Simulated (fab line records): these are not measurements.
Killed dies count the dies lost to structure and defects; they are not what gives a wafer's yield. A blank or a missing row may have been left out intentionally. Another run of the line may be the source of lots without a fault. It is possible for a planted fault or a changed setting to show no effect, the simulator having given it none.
Which tool was responsible? | flow nandHarc | Sampling: 6 lots, 18 wafers, 4 of 1159 route steps

## WHAT EACH GAUGE READ, for each wafer
NHARC_P_GATE_INSPECT_68.
lot  | measured     | on               | rawDefectCount
L936 | day 6 00:25  | defectInspect-01 | 153 198 265
L939 | day 7 03:24  | defectInspect-01 | 528 544 605
L948 | day 9 10:37  | defectInspect-01 | 264 248 276
L951 | day 9 20:48  | defectInspect-02 | 183 143 158
L953 | day 10 14:53 | defectInspect-01 | 109 121 149
L955 | day 10 22:13 | defectInspect-01 | 188 231 168

## EACH LOT AND THE TOOL THAT RAN IT (in order: tool; ch and the chambers of the sampled wafers; start)
lot  | NHARC_P_GATE_PRECLEAN_97           | NHARC_P_GATE_STRIP_111              | NHARC_P_GATE_STRIP_76
L936 | wetBench-09 ch 3,4,7, day 5 16:48  | plasmaAsher-01 ch 0,1, day 5 18:14  | plasmaAsher-02 ch 0,1, day 5 20:26
L939 | wetBench-09 ch 0,1,3, day 6 19:55  | plasmaAsher-02 ch 0,1, day 6 21:25  | plasmaAsher-02 ch 0,1, day 6 23:23
L948 | wetBench-09 ch 1,3,7, day 9 03:11  | plasmaAsher-02 ch 0,1, day 9 04:26  | plasmaAsher-02 ch 0,1, day 9 06:28
L951 | wetBench-07 ch 0,2,6, day 9 10:52  | plasmaAsher-02 ch 0,1, day 9 12:20  | plasmaAsher-02 ch 0,1, day 9 14:38
L953 | wetBench-05 ch 2,5,6, day 10 07:20 | plasmaAsher-02 ch 0,1, day 10 08:42 | plasmaAsher-01 ch 0,1, day 10 10:43
L955 | wetBench-07 ch 0,4,7, day 10 14:58 | plasmaAsher-02 ch 0,1, day 10 16:22 | plasmaAsher-02 ch 0,1, day 10 18:13
- NHARC_P_GATE_PRECLEAN_97: cleans in SPM, time 600 s.
- NHARC_P_GATE_STRIP_111: strips in N2/H2, time 250 s.
- NHARC_P_GATE_STRIP_76: strips in O2.

## THE ANSWER, worked out from the rows above alone
Rule: the usual values come from the lots themselves. Put in order of their means at a reading, lots are off if they are a third of the lots or fewer, leave a main group of 4 or more, and stand apart from it by a gap of 3 or more times the standard deviation of the main group's means; of several such gaps the widest counts. If all means in a main group match to the digits the tables above print for the reading, that group is not used. A lot without any number at a reading at which 4 lots or more have one is off too. All remaining lots with rows at the step are treated as sound.
Off: L939 (NHARC_P_GATE_INSPECT_68, rawDefectCount). For the main group the mean is 190 and the standard deviation 46.
If a tool, at a process step before that reading, ran all the lots that are off and no sound lot after the first of them, it fits. Those tools and the gauges at NHARC_P_GATE_INSPECT_68 are tried in the same way. Not one of the candidates tried fits.

## WHAT THE SIMULATOR HAD PUT IN
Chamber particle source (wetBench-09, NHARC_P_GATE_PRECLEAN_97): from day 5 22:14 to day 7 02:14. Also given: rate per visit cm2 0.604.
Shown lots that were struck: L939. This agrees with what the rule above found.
